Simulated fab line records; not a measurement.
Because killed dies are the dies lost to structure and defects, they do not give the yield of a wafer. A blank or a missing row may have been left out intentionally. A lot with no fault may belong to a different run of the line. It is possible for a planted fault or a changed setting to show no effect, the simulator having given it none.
Which tool is to blame? || flow n5-finfet || 72 wafers from 24 lots sampled at 4 of the route's 1938 steps

## WHAT EACH GAUGE READ, for each wafer
N5_BEOL_M8_RS_MEAS_57: measures by four-point-probe. Usual: M8_RS typically reads 0.286 ohm/sq, with standard deviation 0.0081.
{"lot": "L075", "measured": "day 9 15:53", "on": "film-metro-02", "M8_RS (ohm/sq)": "0.288 0.285 0.289", "flag": ""}
{"lot": "L074", "measured": "day 9 20:58", "on": "film-metro-01", "M8_RS (ohm/sq)": "0.298 0.292 0.277", "flag": ""}
{"lot": "L077", "measured": "day 10 02:11", "on": "film-metro-01", "M8_RS (ohm/sq)": "0.283 0.279 0.282", "flag": ""}
{"lot": "L076", "measured": "day 10 02:38", "on": "film-metro-02", "M8_RS (ohm/sq)": "0.283 0.298 0.281", "flag": ""}
{"lot": "L078", "measured": "day 10 21:22", "on": "film-metro-02", "M8_RS (ohm/sq)": "0.285 0.280 0.300", "flag": ""}
{"lot": "L079", "measured": "day 11 00:20", "on": "film-metro-02", "M8_RS (ohm/sq)": "0.277 0.291 0.273", "flag": ""}
{"lot": "L081", "measured": "day 11 08:44", "on": "film-metro-02", "M8_RS (ohm/sq)": "0.283 0.279 0.298", "flag": ""}
{"lot": "L082", "measured": "day 11 18:50", "on": "film-metro-02", "M8_RS (ohm/sq)": "0.297 0.289 0.271", "flag": ""}
{"lot": "L080", "measured": "day 12 00:43", "on": "film-metro-02", "M8_RS (ohm/sq)": "0.291 0.287 0.291", "flag": ""}
{"lot": "L083", "measured": "day 12 04:56", "on": "film-metro-02", "M8_RS (ohm/sq)": "0.278 0.291 0.296", "flag": ""}
{"lot": "L084", "measured": "day 12 15:24", "on": "film-metro-02", "M8_RS (ohm/sq)": "0.292 0.270 0.290", "flag": ""}
{"lot": "L085", "measured": "day 12 17:25", "on": "film-metro-01", "M8_RS (ohm/sq)": "0.279 0.293 0.285", "flag": ""}
{"lot": "L086", "measured": "day 12 17:27", "on": "film-metro-02", "M8_RS (ohm/sq)": "0.278 0.286 0.297", "flag": ""}
{"lot": "L087", "measured": "day 12 22:19", "on": "film-metro-02", "M8_RS (ohm/sq)": "0.296 0.289 0.284", "flag": ""}
{"lot": "L088", "measured": "day 12 22:43", "on": "film-metro-02", "M8_RS (ohm/sq)": "0.288 0.287 0.289", "flag": ""}
{"lot": "L089", "measured": "day 13 08:58", "on": "film-metro-02", "M8_RS (ohm/sq)": "0.276 0.293 0.281", "flag": ""}
{"lot": "L090", "measured": "day 13 14:29", "on": "film-metro-01", "M8_RS (ohm/sq)": "0.295 0.288 0.278", "flag": ""}
{"lot": "L092", "measured": "day 13 23:38", "on": "film-metro-01", "M8_RS (ohm/sq)": "0.277 0.274 0.287", "flag": ""}
{"lot": "L091", "measured": "day 14 06:48", "on": "film-metro-02", "M8_RS (ohm/sq)": "0.283 0.290 0.278", "flag": ""}
{"lot": "L093", "measured": "day 14 07:02", "on": "film-metro-01", "M8_RS (ohm/sq)": "0.295 0.292 0.278", "flag": ""}
{"lot": "L094", "measured": "day 14 13:47", "on": "film-metro-02", "M8_RS (ohm/sq)": "0.280 0.273 0.291", "flag": ""}
{"lot": "L095", "measured": "day 14 23:31", "on": "film-metro-02", "M8_RS (ohm/sq)": "0.291 0.285 0.297", "flag": ""}
{"lot": "L096", "measured": "day 15 03:04", "on": "film-metro-02", "M8_RS (ohm/sq)": "0.278 0.284 0.285", "flag": ""}
{"lot": "L097", "measured": "day 16 02:14", "on": "film-metro-02", "M8_RS (ohm/sq)": "0.294 0.275 0.298", "flag": ""}

N5_BEOL_M9_CD_MEAS_28 targets a cd of 70 nm. Usual: cd-nm 70.00 nm, standard deviation 0.29.
{"lot": "L075", "measured": "day 9 20:58", "on": "cd-sem-01", "cd-nm (nm)": "69.66 69.82 69.86", "flag": ""}
{"lot": "L074", "measured": "day 10 01:09", "on": "cd-sem-02", "cd-nm (nm)": "70.05 69.30 70.20", "flag": ""}
{"lot": "L077", "measured": "day 10 05:33", "on": "cd-sem-03", "cd-nm (nm)": "70.57 70.58 70.38", "flag": ""}
{"lot": "L076", "measured": "day 10 08:38", "on": "cd-sem-02", "cd-nm (nm)": "69.98 69.81 70.32", "flag": ""}
{"lot": "L078", "measured": "day 11 02:44", "on": "cd-sem-01", "cd-nm (nm)": "70.31 70.10 70.39", "flag": ""}
{"lot": "L079", "measured": "day 11 04:40", "on": "cd-sem-01", "cd-nm (nm)": "70.12 69.88 69.94", "flag": ""}
{"lot": "L081", "measured": "day 11 14:38", "on": "cd-sem-01", "cd-nm (nm)": "70.21 70.11 70.03", "flag": ""}
{"lot": "L082", "measured": "day 12 01:09", "on": "cd-sem-01", "cd-nm (nm)": "69.63 69.55 69.78", "flag": ""}
{"lot": "L080", "measured": "day 12 04:16", "on": "cd-sem-01", "cd-nm (nm)": "70.12 70.21 69.63", "flag": ""}
{"lot": "L083", "measured": "day 12 08:20", "on": "cd-sem-02", "cd-nm (nm)": "69.92 69.71 69.86", "flag": ""}
{"lot": "L084", "measured": "day 12 20:22", "on": "cd-sem-01", "cd-nm (nm)": "70.19 69.32 70.02", "flag": ""}
{"lot": "L085", "measured": "day 12 20:17", "on": "cd-sem-02", "cd-nm (nm)": "70.06 70.36 69.66", "flag": ""}
{"lot": "L086", "measured": "day 12 20:19", "on": "cd-sem-03", "cd-nm (nm)": "69.85 69.97 69.98", "flag": ""}
{"lot": "L087", "measured": "day 13 02:47", "on": "cd-sem-02", "cd-nm (nm)": "70.12 69.96 69.48", "flag": ""}
{"lot": "L088", "measured": "day 13 02:52", "on": "cd-sem-01", "cd-nm (nm)": "70.49 70.39 70.20", "flag": ""}
{"lot": "L089", "measured": "day 13 17:59", "on": "cd-sem-03", "cd-nm (nm)": "70.74 70.13 69.81", "flag": ""}
{"lot": "L090", "measured": "day 13 19:24", "on": "cd-sem-03", "cd-nm (nm)": "69.80 70.56 70.58", "flag": ""}
{"lot": "L092", "measured": "day 14 02:15", "on": "cd-sem-03", "cd-nm (nm)": "69.94 70.55 70.37", "flag": ""}
{"lot": "L091", "measured": "day 14 11:32", "on": "cd-sem-01", "cd-nm (nm)": "70.12 70.04 69.82", "flag": ""}
{"lot": "L093", "measured": "day 14 11:20", "on": "cd-sem-03", "cd-nm (nm)": "70.12 69.84 70.12", "flag": ""}
{"lot": "L094", "measured": "day 14 20:11", "on": "cd-sem-01", "cd-nm (nm)": "70.18 70.00 69.87", "flag": ""}
{"lot": "L095", "measured": "day 15 04:21", "on": "cd-sem-01", "cd-nm (nm)": "70.12 69.97 70.27", "flag": ""}
{"lot": "L096", "measured": "day 15 09:20", "on": "cd-sem-03", "cd-nm (nm)": "70.43 69.98 70.11", "flag": ""}
{"lot": "L097", "measured": "day 16 08:12", "on": "cd-sem-03", "cd-nm (nm)": "70.03 69.80 69.67", "flag": ""}

## TOOL THAT RAN EACH LOT (tool first, then ch and the chambers of the sampled wafers, then the start)
{"lot": "L075", "N5_BEOL_M8_DEGAS_44": "pvd-sputter-03, day 9 13:50", "N5_BEOL_M8_ANNEAL_51": "rtp-anneal-01 ch 0, day 9 15:10"}
{"lot": "L074", "N5_BEOL_M8_DEGAS_44": "pvd-sputter-02, day 9 19:17", "N5_BEOL_M8_ANNEAL_51": "rtp-anneal-01 ch 0, day 9 20:17"}
{"lot": "L077", "N5_BEOL_M8_DEGAS_44": "pvd-sputter-03, day 9 22:54", "N5_BEOL_M8_ANNEAL_51": "rtp-anneal-01 ch 0, day 10 01:26"}
{"lot": "L076", "N5_BEOL_M8_DEGAS_44": "pvd-sputter-01, day 9 23:05", "N5_BEOL_M8_ANNEAL_51": "rtp-anneal-02 ch 0, day 10 01:52"}
{"lot": "L078", "N5_BEOL_M8_DEGAS_44": "pvd-sputter-01, day 10 19:46", "N5_BEOL_M8_ANNEAL_51": "rtp-anneal-02 ch 0, day 10 20:41"}
{"lot": "L079", "N5_BEOL_M8_DEGAS_44": "pvd-sputter-03, day 10 22:43", "N5_BEOL_M8_ANNEAL_51": "rtp-anneal-01 ch 0, day 10 23:39"}
{"lot": "L081", "N5_BEOL_M8_DEGAS_44": "pvd-sputter-03, day 11 06:20", "N5_BEOL_M8_ANNEAL_51": "rtp-anneal-02 ch 0, day 11 07:53"}
{"lot": "L082", "N5_BEOL_M8_DEGAS_44": "pvd-sputter-03, day 11 16:28", "N5_BEOL_M8_ANNEAL_51": "rtp-anneal-01 ch 0, day 11 18:04"}
{"lot": "L080", "N5_BEOL_M8_DEGAS_44": "pvd-sputter-03, day 11 22:50", "N5_BEOL_M8_ANNEAL_51": "rtp-anneal-02 ch 0, day 12 00:08"}
{"lot": "L083", "N5_BEOL_M8_DEGAS_44": "pvd-sputter-03, day 12 03:16", "N5_BEOL_M8_ANNEAL_51": "rtp-anneal-02 ch 0, day 12 04:11"}
{"lot": "L084", "N5_BEOL_M8_DEGAS_44": "pvd-sputter-02, day 12 13:44", "N5_BEOL_M8_ANNEAL_51": "rtp-anneal-02 ch 0, day 12 14:45"}
{"lot": "L085", "N5_BEOL_M8_DEGAS_44": "pvd-sputter-01, day 12 15:19", "N5_BEOL_M8_ANNEAL_51": "rtp-anneal-02 ch 0, day 12 16:44"}
{"lot": "L086", "N5_BEOL_M8_DEGAS_44": "pvd-sputter-02, day 12 15:25", "N5_BEOL_M8_ANNEAL_51": "rtp-anneal-01 ch 0, day 12 16:43"}
{"lot": "L087", "N5_BEOL_M8_DEGAS_44": "pvd-sputter-01, day 12 19:58", "N5_BEOL_M8_ANNEAL_51": "rtp-anneal-01 ch 0, day 12 21:35"}
{"lot": "L088", "N5_BEOL_M8_DEGAS_44": "pvd-sputter-02, day 12 21:11", "N5_BEOL_M8_ANNEAL_51": "rtp-anneal-02 ch 0, day 12 22:02"}
{"lot": "L089", "N5_BEOL_M8_DEGAS_44": "pvd-sputter-01, day 13 07:11", "N5_BEOL_M8_ANNEAL_51": "rtp-anneal-02 ch 0, day 13 08:14"}
{"lot": "L090", "N5_BEOL_M8_DEGAS_44": "pvd-sputter-03, day 13 12:47", "N5_BEOL_M8_ANNEAL_51": "rtp-anneal-01 ch 0, day 13 13:45"}
{"lot": "L092", "N5_BEOL_M8_DEGAS_44": "pvd-sputter-03, day 13 21:02", "N5_BEOL_M8_ANNEAL_51": "rtp-anneal-01 ch 0, day 13 23:03"}
{"lot": "L091", "N5_BEOL_M8_DEGAS_44": "pvd-sputter-01, day 14 04:55", "N5_BEOL_M8_ANNEAL_51": "rtp-anneal-01 ch 0, day 14 06:05"}
{"lot": "L093", "N5_BEOL_M8_DEGAS_44": "pvd-sputter-02, day 14 05:26", "N5_BEOL_M8_ANNEAL_51": "rtp-anneal-02 ch 0, day 14 06:19"}
{"lot": "L094", "N5_BEOL_M8_DEGAS_44": "pvd-sputter-01, day 14 12:12", "N5_BEOL_M8_ANNEAL_51": "rtp-anneal-02 ch 0, day 14 13:10"}
{"lot": "L095", "N5_BEOL_M8_DEGAS_44": "pvd-sputter-03, day 14 21:39", "N5_BEOL_M8_ANNEAL_51": "rtp-anneal-02 ch 0, day 14 22:51"}
{"lot": "L096", "N5_BEOL_M8_DEGAS_44": "pvd-sputter-03, day 14 23:55", "N5_BEOL_M8_ANNEAL_51": "rtp-anneal-02 ch 0, day 15 02:21"}
{"lot": "L097", "N5_BEOL_M8_DEGAS_44": "pvd-sputter-03, day 15 23:01", "N5_BEOL_M8_ANNEAL_51": "rtp-anneal-01 ch 0, day 16 01:29"}
- N5_BEOL_M8_DEGAS_44: time 60 s.
- N5_BEOL_M8_ANNEAL_51: time 90 s.

## WHAT THE TOOLS THEMSELVES READ (means of the sampled wafers that have a number; where no wafer has one, the mark that the record gives instead)
N5_BEOL_M8_DEGAS_44. Usual: heater-power-w 334 W, standard deviation 46.
{"lot": "L075", "tool": "pvd-sputter-03", "heater-power-w (W)": 355, "flag": ""}
{"lot": "L074", "tool": "pvd-sputter-02", "heater-power-w (W)": 337, "flag": ""}
{"lot": "L077", "tool": "pvd-sputter-03", "heater-power-w (W)": 311, "flag": ""}
{"lot": "L076", "tool": "pvd-sputter-01", "heater-power-w (W)": 311, "flag": ""}
{"lot": "L078", "tool": "pvd-sputter-01", "heater-power-w (W)": 292, "flag": ""}
{"lot": "L079", "tool": "pvd-sputter-03", "heater-power-w (W)": 327, "flag": ""}
{"lot": "L081", "tool": "pvd-sputter-03", "heater-power-w (W)": 331, "flag": ""}
{"lot": "L082", "tool": "pvd-sputter-03", "heater-power-w (W)": 375, "flag": ""}
{"lot": "L080", "tool": "pvd-sputter-03", "heater-power-w (W)": 377, "flag": ""}
{"lot": "L083", "tool": "pvd-sputter-03", "heater-power-w (W)": 356, "flag": ""}
{"lot": "L084", "tool": "pvd-sputter-02", "heater-power-w (W)": 362, "flag": ""}
{"lot": "L085", "tool": "pvd-sputter-01", "heater-power-w (W)": 290, "flag": ""}
{"lot": "L086", "tool": "pvd-sputter-02", "heater-power-w (W)": 333, "flag": ""}
{"lot": "L087", "tool": "pvd-sputter-01", "heater-power-w (W)": 297, "flag": ""}
{"lot": "L088", "tool": "pvd-sputter-02", "heater-power-w (W)": 338, "flag": ""}
{"lot": "L089", "tool": "pvd-sputter-01", "heater-power-w (W)": 293, "flag": ""}
{"lot": "L090", "tool": "pvd-sputter-03", "heater-power-w (W)": 335, "flag": ""}
{"lot": "L092", "tool": "pvd-sputter-03", "heater-power-w (W)": 312, "flag": ""}
{"lot": "L091", "tool": "pvd-sputter-01", "heater-power-w (W)": 308, "flag": ""}
{"lot": "L093", "tool": "pvd-sputter-02", "heater-power-w (W)": 362, "flag": ""}
{"lot": "L094", "tool": "pvd-sputter-01", "heater-power-w (W)": 300, "flag": ""}
{"lot": "L095", "tool": "pvd-sputter-03", "heater-power-w (W)": 359, "flag": ""}
{"lot": "L096", "tool": "pvd-sputter-03", "heater-power-w (W)": 332, "flag": ""}
{"lot": "L097", "tool": "pvd-sputter-03", "heater-power-w (W)": 358, "flag": ""}

N5_BEOL_M8_ANNEAL_51. Usual: wafer_temp_C_max 225.78, standard deviation 0.23.
{"lot": "L075", "tool": "rtp-anneal-01", "wafer_temp_C_max": 225.66, "flag": ""}
{"lot": "L074", "tool": "rtp-anneal-01", "wafer_temp_C_max": 225.77, "flag": ""}
{"lot": "L077", "tool": "rtp-anneal-01", "wafer_temp_C_max": 226.01, "flag": ""}
{"lot": "L076", "tool": "rtp-anneal-02", "wafer_temp_C_max": 225.69, "flag": ""}
{"lot": "L078", "tool": "rtp-anneal-02", "wafer_temp_C_max": 225.72, "flag": ""}
{"lot": "L079", "tool": "rtp-anneal-01", "wafer_temp_C_max": 226.05, "flag": ""}
{"lot": "L081", "tool": "rtp-anneal-02", "wafer_temp_C_max": 225.67, "flag": ""}
{"lot": "L082", "tool": "rtp-anneal-01", "wafer_temp_C_max": 225.93, "flag": ""}
{"lot": "L080", "tool": "rtp-anneal-02", "wafer_temp_C_max": 225.87, "flag": ""}
{"lot": "L083", "tool": "rtp-anneal-02", "wafer_temp_C_max": 225.86, "flag": ""}
{"lot": "L084", "tool": "rtp-anneal-02", "wafer_temp_C_max": 225.56, "flag": ""}
{"lot": "L085", "tool": "rtp-anneal-02", "wafer_temp_C_max": 225.74, "flag": ""}
{"lot": "L086", "tool": "rtp-anneal-01", "wafer_temp_C_max": 225.80, "flag": ""}
{"lot": "L087", "tool": "rtp-anneal-01", "wafer_temp_C_max": 225.61, "flag": ""}
{"lot": "L088", "tool": "rtp-anneal-02", "wafer_temp_C_max": 225.71, "flag": ""}
{"lot": "L089", "tool": "rtp-anneal-02", "wafer_temp_C_max": 225.78, "flag": ""}
{"lot": "L090", "tool": "rtp-anneal-01", "wafer_temp_C_max": 225.77, "flag": ""}
{"lot": "L092", "tool": "rtp-anneal-01", "wafer_temp_C_max": 225.74, "flag": ""}
{"lot": "L091", "tool": "rtp-anneal-01", "wafer_temp_C_max": 225.74, "flag": ""}
{"lot": "L093", "tool": "rtp-anneal-02", "wafer_temp_C_max": 225.97, "flag": ""}
{"lot": "L094", "tool": "rtp-anneal-02", "wafer_temp_C_max": 226.01, "flag": ""}
{"lot": "L095", "tool": "rtp-anneal-02", "wafer_temp_C_max": 225.85, "flag": ""}
{"lot": "L096", "tool": "rtp-anneal-02", "wafer_temp_C_max": 225.56, "flag": ""}
{"lot": "L097", "tool": "rtp-anneal-01", "wafer_temp_C_max": 225.51, "flag": ""}

## THE ANSWER, worked out from the rows above alone
Rule: a lot is off if the mean of its wafers that have a number lies more than 3 standard deviations from the usual mean. Also off: a lot with no number at a reading for which 4 or more lots have one. Where the step has rows for the other lots, those lots are counted as sound. First the gauges in route order, then the tools' own readings, where a lot's mean is used as printed above. The first step at which some lot is off is used, and at that step the reading that is off furthest; a lot without a number counts as furthest.
No lot is off on any of the readings shown, so nothing can be concluded from this.

## WHAT WAS PUT IN BY THE SIMULATOR
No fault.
